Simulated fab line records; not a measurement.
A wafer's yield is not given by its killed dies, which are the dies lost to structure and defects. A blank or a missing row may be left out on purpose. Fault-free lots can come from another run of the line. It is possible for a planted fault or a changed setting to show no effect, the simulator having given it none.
Chamber matching ; flow nand harc ; rie si-03 running NHARC_THIN_TSV_ETCH_15: 4 sister chambers
The step target depth 3000 nm, bosch target overetch cycles 2, bosch etch step 2.8 s. 8 wafers are shown with their chamber, then 7 later ones without.

== EACH WAFER AND ITS CHAMBER ==
wafer;chamber;drypump motor current A (A)
L496.1;2;4.7
L496.6;3;5.6
L501.3;0;5.2
L501.6;3;5.6
L503.4;0;5.1
L503.5;1;6.0
L504.3;1;6.0
L504.4;2;4.7

== WAFERS MISSING THEIR CHAMBER ==
wafer;drypump motor current A (A)
L504.6;6.0
L508.4;5.6
L508.5;5.6
L508.6;4.7
L516.2;5.2
L516.3;4.7
L516.6;5.2

== CHAMBER TAKEN BY EACH ==
wafer;from the rows above;in truth
L504.6;1;1
L508.4;3;3
L508.5;3;3
L508.6;2;2
L516.2;0;0
L516.3;2;2
L516.6;0;0
Placed correctly: 7 of 7. Can't be placed from these rows: 0. Wrongly placed: 0.
How it was worked out, from the rows above alone: a wafer's distance from a chamber is the root of the sum, over the readings, of the square of ((its reading less the chamber's mean) divided by the reading's scatter). If the next closest chamber is less than 2 further off than the closest, the wafer can't be placed; otherwise it belongs to the closest. The mean given for a chamber averages the wafers shown for that chamber. The scatter is the square root of a quotient: the sum, over the shown wafers, of each reading's squared deviation from its chamber's mean, divided by wafers minus chambers.
